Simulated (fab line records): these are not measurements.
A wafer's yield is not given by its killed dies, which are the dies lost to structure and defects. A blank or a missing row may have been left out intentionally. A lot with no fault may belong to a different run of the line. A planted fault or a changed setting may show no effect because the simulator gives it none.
fab line records | flow nandHarc
record lots=7 | wafers=21 | lastDay=33
route steps=1302 shown A_ZERO_WELL@403 A_SOURCE_PLATE@413 END@1302
lots that met no fault: taken from a fault-free run of the same line
startH: hours from the record's opening day to when the first of the lot's shown wafers began | waitH: hours from the lot's prior step to this one | " as in the row above | L1.1+2: a row that stands for several wafers | - no value, or no start given | * or withheld: withheld | < > ~ a bound
route shown NAME@n: NAME is a module with steps in the file, n the number in the route of the first one | usual: the fault-free wafers' mean and standard deviation | same: alike in all rows | chamber/n: place in a boat | sites: each site's reading | _std_site: their standard deviation | _edge_site: outer sites' mean less inner sites' | radiusMm: for every site, how far away it sits from the centre of the wafer | mask NAME#n: copy n | behind: the most recent tool/chamber to have shaped the wafer | hold: reason for holding the lot/hours on hold/outcome of the hold | device: which transistor (n, p or np) failed to switch | end of line: the same wafers' tests at the end of the route | a step given without rows: its recipe and nothing more | killed: the dies lost at the first sort to structure and to defects; this is not the yield of the wafer | map: the dies of a wafer, with x for killed, . for not killed, _ for no die there
set.NAME: the setting as run; set.NAME@STEP: as run at that earlier step | model.NAME: the simulator's own value behind a step, which no gauge read
lots at some steps of the route; a table a step, a row a wafer
services: when a tool's chamber went out of use (startH, in hours from the record's first day, below 0 if earlier), for how many hours, and the reason
## steps
# step NHARC_A_ZERO_WELL_DESCUM_12
# recipe timeS=3 | o2FlowSccm=200 | arFlowSccm=0 | biasPowerW=0 | chemistry=O2
# usual drypumpMotorCurrentA=5.7/0.54 | o2FlowSccm=199.9/0.65 | oesProductAu=1.002/0.011 | rfVppV=57.7/0.84 | showerheadPlenumPTorr=1.93/0.07 | throttleValvePct=11.311/0.0092
lot.wafer | tool       | chamber | startH | waitH | drypumpMotorCurrentA | o2FlowSccm | oesProductAu | rfHoursCounterH | rfVppV | showerheadPlenumPTorr | throttleValvePct
L424.2    | rieDiel-05 | 2       | 174.41 | -     | 5.6                  | 200.3      | 1.016        | 3               | 58.9   | 1.97                  | 11.320
L424.4    | "          | 3       | "      | "     | 4.8                  | 199.6      | 1.011        | 3               | 57.7   | 1.92                  | 11.295
L424.3    | "          | 1       | "      | "     | 6.4                  | 199.5      | 1.005        | 3               | 58.1   | 1.85                  | 11.334
L425.3    | rieDiel-12 | 3       | 178.05 | -     | 5.4                  | 200.5      | 1.005        | 16              | 59.2   | 2.02                  | 11.316
L425.2    | "          | 1       | "      | "     | 6.0                  | 199.3      | 1.015        | 14              | 57.9   | 1.96                  | 11.308
L425.5    | "          | 0       | "      | "     | 5.6                  | 200.6      | 0.987        | -               | 57.0   | 1.77                  | 11.304
L427.4    | rieDiel-05 | 1       | 197.94 | -     | 6.4                  | 199.5      | 0.997        | 3               | 57.0   | 1.85                  | 11.311
L427.2    | "          | 3       | "      | "     | 4.8                  | 200.2      | 1.006        | 3               | 59.0   | 1.92                  | 11.303
L427.1    | "          | 0       | "      | "     | 6.1                  | 199.5      | 0.985        | 2               | 58.3   | 1.99                  | 11.320
L428.3    | rieDiel-05 | 3       | 210.07 | -     | 4.8                  | 200.8      | 0.996        | 3               | 58.1   | 1.92                  | 11.318
L428.1    | "          | 0       | "      | "     | 6.1                  | 201.0      | 0.982        | 3               | 57.2   | 1.99                  | 11.318
L428.2    | "          | 1       | "      | "     | 6.4                  | 199.8      | 1.012        | 3               | 57.8   | 1.85                  | 11.318
L429.1    | rieDiel-05 | 0       | 226.35 | -     | 6.1                  | 200.0      | 0.993        | 3               | 58.2   | 1.99                  | 11.305
L429.3    | "          | 2       | "      | "     | 5.6                  | 200.2      | 1.007        | 4               | 56.1   | 1.97                  | 11.298
L429.6    | "          | 0       | "      | "     | 6.1                  | 199.2      | 0.987        | -               | 58.0   | 1.99                  | 11.314
L443.2    | rieDiel-05 | 3       | 362.35 | -     | 4.8                  | 200.3      | 1.014        | 4               | 58.6   | 1.91                  | 11.310
L443.1    | "          | 0       | "      | "     | 6.1                  | 199.3      | 1.015        | 3               | 57.2   | 1.99                  | 11.313
L443.3    | "          | 1       | "      | "     | 6.4                  | 200.1      | 1.000        | 3               | 59.4   | 1.85                  | 11.312
L444.2    | rieDiel-05 | 0       | 375.46 | -     | 6.1                  | 198.4      | 1.005        | 4               | 57.8   | 1.99                  | 11.305
L444.4    | "          | 1       | "      | "     | 6.4                  | 200.7      | 0.997        | 4               | 57.0   | 1.85                  | 11.309
L444.1    | "          | 2       | "      | "     | 5.6                  | 200.1      | 0.990        | 4               | 56.1   | 1.97                  | 11.285
# step NHARC_A_ZERO_WELL_ETCH_19
# recipe targetDepthA=800 | overetchA=240 | timeS=87.88 | ionEnergyEv=200 | n2FlowSccm=150 | h2FlowSccm=150 | arFlowSccm=0 | rfW=400 | biasW=150 | chemistry=N2/H2
# usual drypumpMotorCurrentA=5.6/0.55 | oesProductAu=1.003/0.01 | rfVppV=431.4/2.3 | showerheadPlenumPTorr=2.07/0.074 | throttleValvePct=14.171/0.01
lot.wafer | tool       | chamber | startH | waitH | drypumpMotorCurrentA | oesProductAu | rfHoursCounterH | rfVppV | showerheadPlenumPTorr | throttleValvePct
L424.3    | rieDiel-05 | 2       | 174.49 | 0.1   | 5.6                  | 1.011        | 3               | 431.5  | 2.10                  | 14.156
L424.4    | "          | 0       | "      | "     | 6.1                  | 0.990        | 2               | 433.6  | 2.12                  | 14.172
L424.2    | "          | 1       | "      | "     | 6.4                  | 1.012        | 3               | 427.4  | 1.97                  | 14.182
L425.3    | rieDiel-12 | 1       | 178.13 | 0.1   | 6.0                  | 0.999        | 14              | 432.1  | 2.09                  | 14.165
L425.2    | "          | 2       | "      | "     | 5.8                  | 1.009        | 16              | 435.5  | 2.18                  | 14.166
L425.5    | "          | 2       | "      | "     | 5.8                  | 1.022        | -               | 435.1  | 2.18                  | 14.183
L427.1    | rieDiel-05 | 3       | 198.03 | 0.1   | 4.8                  | 0.997        | 3               | 429.6  | 2.04                  | 14.163
L427.2    | "          | 0       | "      | "     | 6.1                  | 0.989        | 2               | 432.3  | 2.12                  | 14.152
L427.4    | "          | 1       | "      | "     | 6.4                  | 0.994        | 3               | 429.3  | 1.97                  | 14.152
L428.1    | rieDiel-05 | 2       | 210.14 | 0.1   | 5.6                  | 1.013        | 3               | 431.5  | 2.10                  | 14.178
L428.2    | "          | 3       | "      | "     | 4.8                  | 1.009        | 3               | 432.7  | 2.04                  | 14.159
L428.3    | "          | 0       | "      | "     | 6.2                  | 0.990        | 3               | 431.7  | 2.12                  | 14.164
L429.3    | rieDiel-05 | 1       | 226.44 | 0.1   | 6.4                  | 1.001        | 3               | 428.7  | 1.97                  | 14.170
L429.1    | "          | 3       | "      | "     | 4.8                  | 1.005        | 4               | 430.7  | 2.04                  | 14.171
L429.6    | "          | 2       | "      | "     | 5.6                  | 1.014        | -               | 432.3  | 2.10                  | 14.179
L443.2    | rieDiel-05 | 1       | 362.44 | 0.1   | 6.4                  | 1.004        | 3               | 429.3  | 1.97                  | 14.183
L443.3    | "          | 2       | "      | "     | 5.6                  | 0.990        | 3               | 433.4  | 2.10                  | 14.172
L443.1    | "          | 3       | "      | "     | 4.8                  | 1.018        | 4               | 429.8  | 2.04                  | 14.182
L444.1    | rieDiel-05 | 1       | 375.54 | 0.1   | 6.5                  | 1.004        | 4               | 426.2  | 1.97                  | 14.170
L444.2    | "          | 2       | "      | "     | 5.7                  | 1.001        | 4               | 434.0  | 2.10                  | 14.199
L444.4    | "          | 0       | "      | "     | 6.1                  | 1.012        | 4               | 431.3  | 2.12                  | 14.176
# step NHARC_A_ZERO_WELL_ETCH_13
# recipe targetDepthA=1200 | timeS=40.1 | hbrFlowSccm=150 | cl2FlowSccm=50 | rfW=400 | icpW=400 | biasW=100 | chemistry=HBr/Cl2
# usual drypumpMotorCurrentA=5.7/0.52 | oesProductAu=1.002/0.0098 | throttleValvePct=26.406/0.0091
lot.wafer | tool     | chamber | startH | waitH | drypumpMotorCurrentA | oesProductAu | rfHoursCounterH | throttleValvePct
L424.3    | rieSi-01 | 3       | 174.62 | -     | 5.2                  | 0.985        | 0.9             | 26.398
L424.4    | "        | 0       | "      | "     | 5.8                  | 1.001        | 0.9             | 26.419
L424.2    | "        | 1       | "      | "     | 5.4                  | 1.011        | 0.7             | 26.411
L425.2    | rieSi-06 | 1       | 178.28 | -     | 6.3                  | 0.993        | 0.8             | 26.401
L425.3    | "        | 2       | "      | "     | 6.2                  | 1.006        | 0.7             | 26.388
L425.5    | "        | 0       | "      | "     | 5.2                  | 1.006        | -               | 26.426
L427.2    | rieSi-06 | 2       | 198.15 | -     | 6.2                  | 0.993        | 0.8             | 26.395
L427.1    | "        | 0       | "      | "     | 5.2                  | 0.993        | 0.9             | 26.404
L427.4    | "        | 1       | "      | "     | 6.3                  | 0.978        | 0.9             | 26.397
L428.3    | rieSi-06 | 0       | 210.26 | -     | 5.2                  | 0.993        | 1.0             | 26.395
L428.1    | "        | 1       | "      | "     | 6.3                  | 0.994        | 0.9             | 26.390
L428.2    | "        | 2       | "      | "     | 6.2                  | 1.002        | 0.8             | 26.415
L429.3    | rieSi-01 | 0       | 226.57 | -     | 5.8                  | 1.010        | 0.1             | 26.414
L429.1    | "        | 1       | "      | "     | 5.4                  | 1.013        | 0.2             | 26.416
L429.6    | "        | 3       | "      | "     | 5.2                  | 0.990        | -               | 26.431
L443.1    | rieSi-06 | 0       | 362.57 | -     | 5.2                  | 1.007        | 0.7             | 26.415
L443.3    | "        | 1       | "      | "     | 6.3                  | 1.009        | 0.8             | 26.417
L443.2    | "        | 2       | "      | "     | 6.2                  | 0.995        | 0.8             | 26.415
L444.1    | rieSi-02 | 1       | 375.66 | -     | 5.9                  | 1.024        | 0.5             | 26.403
L444.2    | "        | 2       | "      | "     | 5.9                  | 1.012        | 0.4             | 26.416
L444.4    | "        | 0       | "      | "     | 6.0                  | 1.004        | 0.6             | 26.408
# step NHARC_A_ZERO_WELL_STRIP_14
# recipe timeS=900 | tempC=130 | chemistry=SPM
# step NHARC_A_ZERO_WELL_IMPLANT_15
# recipe energyKev=150 | doseCm2=1e+13 | tiltDeg=7
# step NHARC_A_ZERO_WELL_PRECLEAN_22
# recipe timeS=60 | tempC=50 | bathAgeMin=0 | chemistry=SC1
# step NHARC_A_ZERO_WELL_SRD_23
# step NHARC_A_ZERO_WELL_RTA_16
# recipe tempC=1000 | timeS=10
# usual lampPowerPct=31.3/0.48 | wafer_temp_C_max=1003.6/0.73
lot.wafer | tool         | chamber | startH | waitH | lampPowerPct | wafer_temp_C_max
L424.2    | rtpAnneal-01 | 0       | 175.55 | -     | 32.2         | 1003.8
L424.3    | "            | 0       | "      | "     | 32.2         | 1004.7
L424.4    | "            | 0       | "      | "     | 32.2         | 1004.4
L425.2    | rtpAnneal-02 | 0       | 179.18 | -     | 31.0         | 1003.3
L425.3    | "            | 0       | "      | "     | 31.1         | 1004.8
L425.5    | "            | 0       | "      | "     | 31.0         | 1004.3
L427.1    | rtpAnneal-02 | 0       | 199.05 | -     | 31.0         | 1003.3
L427.2    | "            | 0       | "      | "     | 31.0         | 1003.2
L427.4    | "            | 0       | "      | "     | 31.0         | 1003.9
L428.1    | rtpAnneal-02 | 0       | 211.16 | -     | 31.0         | 1002.9
L428.2    | "            | 0       | "      | "     | 31.0         | 1003.3
L428.3    | "            | 0       | "      | "     | 31.1         | 1004.5
L429.1    | rtpAnneal-01 | 0       | 227.46 | -     | 32.2         | 1003.6
L429.3    | "            | 0       | "      | "     | 32.2         | 1004.0
L429.6    | "            | 0       | "      | "     | 32.2         | 1004.8
L443.1    | rtpAnneal-02 | 0       | 363.46 | -     | 31.0         | 1004.7
L443.2    | "            | 0       | "      | "     | 31.1         | 1003.4
L443.3    | "            | 0       | "      | "     | 31.0         | 1004.7
L444.1    | rtpAnneal-02 | 0       | 376.64 | -     | 31.1         | 1002.9
L444.2    | "            | 0       | "      | "     | 31.1         | 1003.4
L444.4    | "            | 0       | "      | "     | 31.0         | 1003.5
# step NHARC_A_ZERO_WELL_INSPECT_17
# usual rawDefectCount=11/5.7
lot.wafer | tool             | chamber | startH | waitH | rawDefectCount
L424.2    | defectInspect-02 | -       | 175.72 | 0.1   | 23
L424.3    | "                | -       | "      | "     | 18
L424.4    | "                | -       | "      | "     | 20
L425.2    | defectInspect-02 | -       | 179.35 | 0.1   | 2
L425.3    | "                | -       | "      | "     | 3
L425.5    | "                | -       | "      | "     | 11
L427.1    | defectInspect-01 | -       | 199.25 | 0.2   | 10
L427.2    | "                | -       | "      | "     | 18
L427.4    | "                | -       | "      | "     | 13
L428.1    | defectInspect-02 | -       | 211.36 | 0.2   | 14
L428.2    | "                | -       | "      | "     | 12
L428.3    | "                | -       | "      | "     | 8
L429.1    | defectInspect-01 | -       | 227.66 | 0.2   | 5
L429.3    | "                | -       | "      | "     | 11
L429.6    | "                | -       | "      | "     | 18
L443.1    | defectInspect-01 | -       | 363.65 | 0.2   | 12
L443.2    | "                | -       | "      | "     | 15
L443.3    | "                | -       | "      | "     | 17
L444.1    | defectInspect-02 | -       | 376.84 | 0.2   | 3
L444.2    | "                | -       | "      | "     | 1
L444.4    | "                | -       | "      | "     | 3
# step NHARC_A_SOURCE_PLATE_PRECLEAN_00
# recipe timeS=60 | chemistry=HF-LAST
# step NHARC_A_SOURCE_PLATE_SRD_01
# step NHARC_A_SOURCE_PLATE_OXIDE_02
# recipe targetThkA=100 | tempC=900 | oxTimeS=1362 | material=SiO2
# usual spikeTcLowerC=900.9/1
lot.wafer | tool       | chamber | startH | waitH | spikeTcLowerC
L424.2    | furnace-04 | 0       | 181.12 | -     | 899.6
L424.3    | "          | 0       | "      | "     | 900.7
L424.4    | "          | 0       | "      | "     | 899.6
L425.2    | furnace-04 | 0       | 181.12 | -     | 899.9
L425.3    | "          | 0       | "      | "     | 901.6
L425.5    | "          | 0       | "      | "     | 902.9
L425.2    | furnace-04 | 0       | 185.46 | 0.7   | 901.5
L425.3    | "          | 0       | "      | "     | 901.3
L425.5    | "          | 0       | "      | "     | 901.2
L427.1    | furnace-04 | 0       | 202.01 | -     | 900.4
L427.2    | "          | 0       | "      | "     | 901.6
L427.4    | "          | 0       | "      | "     | 901.1
L427.1    | furnace-04 | 0       | 206.77 | 1.1   | 901.8
L427.2    | "          | 0       | "      | "     | 901.5
L427.4    | "          | 0       | "      | "     | 902.0
L428.1    | furnace-04 | 0       | 214.12 | -     | 899.7
L428.2    | "          | 0       | "      | "     | 900.2
L428.3    | "          | 0       | "      | "     | 901.4
L428.1    | furnace-05 | 0       | 221.15 | 3.4   | 901.8
L428.2    | "          | 0       | "      | "     | 899.2
L428.3    | "          | 0       | "      | "     | 898.5
L429.1    | furnace-04 | 0       | 230.42 | -     | 901.4
L429.3    | "          | 0       | "      | "     | 900.0
L429.6    | "          | 0       | "      | "     | 902.4
L443.1    | furnace-04 | 0       | 368.13 | -     | 903.1
L443.2    | "          | 0       | "      | "     | 901.6
L443.3    | "          | 0       | "      | "     | 900.8
L444.1    | furnace-01 | 0       | 380.09 | -     | 900.0
L444.2    | "          | 0       | "      | "     | 901.8
L444.4    | "          | 0       | "      | "     | 901.8
# step NHARC_A_SOURCE_PLATE_THK_MEAS_09
# recipe thkMeasGauge=ellipsometry
# usual thkNm=9.8/1
lot.wafer | tool         | chamber | startH | waitH | thkNm
L424.2    | filmMetro-01 | -       | 185.16 | 0.4   | 8.9
L424.3    | "            | -       | "      | "     | 9.2
L424.4    | "            | -       | "      | "     | 8.1
L425.2    | filmMetro-01 | -       | 189.84 | 0.7   | 14.8
L425.3    | "            | -       | "      | "     | 15.2
L425.5    | "            | -       | "      | "     | 14.6
L427.1    | filmMetro-02 | -       | 211.17 | 0.7   | 13.3
L427.2    | "            | -       | "      | "     | 16.6
L427.4    | "            | -       | "      | "     | 14.8
L428.1    | filmMetro-01 | -       | 225.51 | 0.7   | 15.3
L428.2    | "            | -       | "      | "     | 16.0
L428.3    | "            | -       | "      | "     | 17.3
L429.1    | filmMetro-02 | -       | 234.46 | 0.4   | 9.4
L429.3    | "            | -       | "      | "     | 8.1
L429.6    | "            | -       | "      | "     | 10.4
L443.1    | filmMetro-02 | -       | 372.12 | 0.4   | 9.1
L443.2    | "            | -       | "      | "     | 9.9
L443.3    | "            | -       | "      | "     | 9.6
L444.1    | filmMetro-01 | -       | 384.11 | 0.4   | 8.0
L444.2    | "            | -       | "      | "     | 8.8
L444.4    | "            | -       | "      | "     | 10.3
# step NHARC_A_SOURCE_PLATE_PVD_04
# recipe targetThkA=500 | material=WSi2
# step NHARC_END_SORT_01
# recipe tempC=25
# usual killedAtArray=49/18 | killedAtOther=0.7/1.1 | killedAtPeriphery=4.0/2.6 | killedDies=54/19 | killedOpen=3.4/1.7 | killedShort=2.5/1.7
# same grossDies=677
lot.wafer | tool      | chamber | startH | waitH | killedAtArray | killedAtOther | killedAtPeriphery | killedDies | killedOpen | killedShort
L428.1    | prober-02 | 0       | 630.66 | 2.5   | 53            | 1             | 1                 | 55         | 6          | 3
L428.2    | prober-02 | 0       | 631.47 | 2.8   | 78            | 0             | 2                 | 80         | 4          | 4
L428.3    | prober-02 | 0       | 632.28 | 3.1   | 66            | 0             | 4                 | 70         | 6          | 3
# killed by level:class
L428.1 A_SLIT:chamberFilmFlake=24 A_CHANNEL_HOLE_D1:chamberFilmFlake=11 A_CHANNEL_HOLE_D2:chamberFilmFlake=7 A_SOURCE_PLATE:geometricParticle:open=2 A_CONTACT:chamberFilmFlake=2 P_M1:geometricParticle:open=1 A_ONON_D2:geometricParticle:open=1 A_CHANNEL_FILL_D2:geometricParticle:open=1
L428.2 A_CHANNEL_HOLE_D2:chamberFilmFlake=28 A_CHANNEL_HOLE_D1:chamberFilmFlake=22 A_SLIT:chamberFilmFlake=19 A_CONTACT:chamberFilmFlake=2 P_CONTACT:geometricParticle:open=1 P_M0:geometricParticle:open=1 A_ONON_D1:geometricParticle:short=1 A_CHANNEL_HOLE_D1:geometricParticle:open=1
L428.3 A_CHANNEL_HOLE_D1:chamberFilmFlake=26 A_SLIT:chamberFilmFlake=15 A_CHANNEL_HOLE_D2:chamberFilmFlake=12 A_STAIRCASE:chamberFilmFlake=4 P_CONTACT:geometricParticle:open=2 A_CHANNEL_FILL_D2:chamberFilmFlake=2 P_STI:geometricParticle:short=1 P_CONTACT:geometricParticle:short=1
## services
tool         | chamber | startH | hours | kind
rieDiel-05   | 2       | 157.55 | 7.6   | repair
rieDiel-05   | 0       | 159.60 | -     | clean
rieDiel-05   | 1       | 159.60 | -     | clean
rieDiel-05   | 3       | 159.60 | -     | clean
furnace-01   | -       | 178.24 | 8.8   | repair
rieDiel-05   | 0       | 184.10 | -     | clean
rieDiel-05   | 1       | 184.10 | -     | clean
rieDiel-05   | 2       | 184.10 | -     | clean
rieDiel-05   | 3       | 184.10 | -     | clean
rieSi-01     | -       | 193.00 | 9.0   | pm
rieDiel-05   | 0       | 208.60 | -     | clean
furnace-01   | -       | 209.41 | 26.0  | pm
rieDiel-05   | 1       | 220.52 | 3.8   | repair
rieDiel-05   | -       | 229.60 | 9.0   | pm
rieSi-06     | -       | 249.00 | 9.0   | pm
rieDiel-12   | -       | 268.40 | 9.0   | pm
rieSi-02     | -       | 277.00 | 9.0   | pm
rieDiel-05   | 0       | 295.10 | 22.1  | repair
rieSi-02     | 1       | 296.28 | 7.2   | repair
rieSi-06     | 0       | 341.57 | 3.3   | repair
rieDiel-12   | 3       | 363.74 | 5.9   | repair
rieSi-01     | -       | 370.00 | 9.0   | pm
rtpAnneal-01 | -       | 372.19 | 12.0  | pm
rieDiel-12   | 2       | 373.95 | 5.6   | repair
## key
firstSign step=NHARC_A_SOURCE_PLATE_OXIDE_02 | reading=visit | direction=added
effect step=NHARC_A_SOURCE_PLATE_THK_MEAS_09 | reading=thkNm | direction=up | sigmas=5.3 | usual=9.8 | struck=15.3
metAt NHARC_A_SOURCE_PLATE_OXIDE_02
struckWafers L425.2,L425.3,L425.5,L427.1,L427.2,L427.4,L428.1,L428.2,L428.3
testerLeftOut L425,L427,L428
fault kind=repeatedStepWhole | tool=furnace-01,furnace-04,furnace-05 | chamber=- | onsetH=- | steps=NHARC_A_SOURCE_PLATE_OXIDE_02 | times=1 | scope=struckLotsOnly
# testerLeftOut: of these lots the tester's yield and bins aren't shown, on N5 and GAA mostly nor the transistor test; their killed dies are dies lost to structure and defects alone, not to doping, threshold or leakage, so they don't give the yield
